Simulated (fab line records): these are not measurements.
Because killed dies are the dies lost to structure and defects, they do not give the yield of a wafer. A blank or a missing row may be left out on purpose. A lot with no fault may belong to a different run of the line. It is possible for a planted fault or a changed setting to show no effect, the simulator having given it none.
Matching of chambers -- flow n5_finfet -- rie_diel-03 running N5_PMOS_HMC_CHANNEL_EPI_DESCUM_14: 4 sister chambers
The step chemistry O2, time 7.9 s. 4 wafers are shown with their chamber, then 10 later ones without.

== EACH WAFER AND ITS CHAMBER ==
wafer,chamber,showerhead_plenum_p_Torr (Torr)
L083.4,2,2.00
L083.6,1,2.16
L088.1,0,2.21
L088.5,3,2.14

== WAFERS MISSING THEIR CHAMBER ==
wafer,showerhead_plenum_p_Torr (Torr)
L088.6,2.21
L089.1,2.15
L089.2,2.00
L089.6,2.15
L090.1,2.21
L090.4,2.15
L090.5,2.00
L097.2,1.99
L097.4,2.14
L097.5,1.99

== WHICH CHAMBER EACH WENT THROUGH ==
wafer,from the rows above,in truth
L088.6,0,0
L089.1,can't be placed: 3 or 1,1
L089.2,2,2
L089.6,can't be placed: 3 or 1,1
L090.1,0,0
L090.4,can't be placed: 3 or 1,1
L090.5,2,2
L097.2,2,2
L097.4,3,3
L097.5,2,2
Placed correctly: 7 of 10. Cannot be placed on the basis of these rows: 3; the candidates contain the true chamber in 3. Placed wrongly: 0.
How it was worked out, from the rows above alone: a wafer's distance from a chamber is the root of the sum, over the readings, of the square of ((its reading less the chamber's mean) divided by the reading's scatter). The wafer belongs to the nearest chamber; if the next one is less than 2 further off, it can't be placed. The mean given for a chamber averages the wafers shown for that chamber. The scatter: with one shown wafer a chamber, the root of the mean of the squares of how far each hidden wafer lies from its nearest shown one.
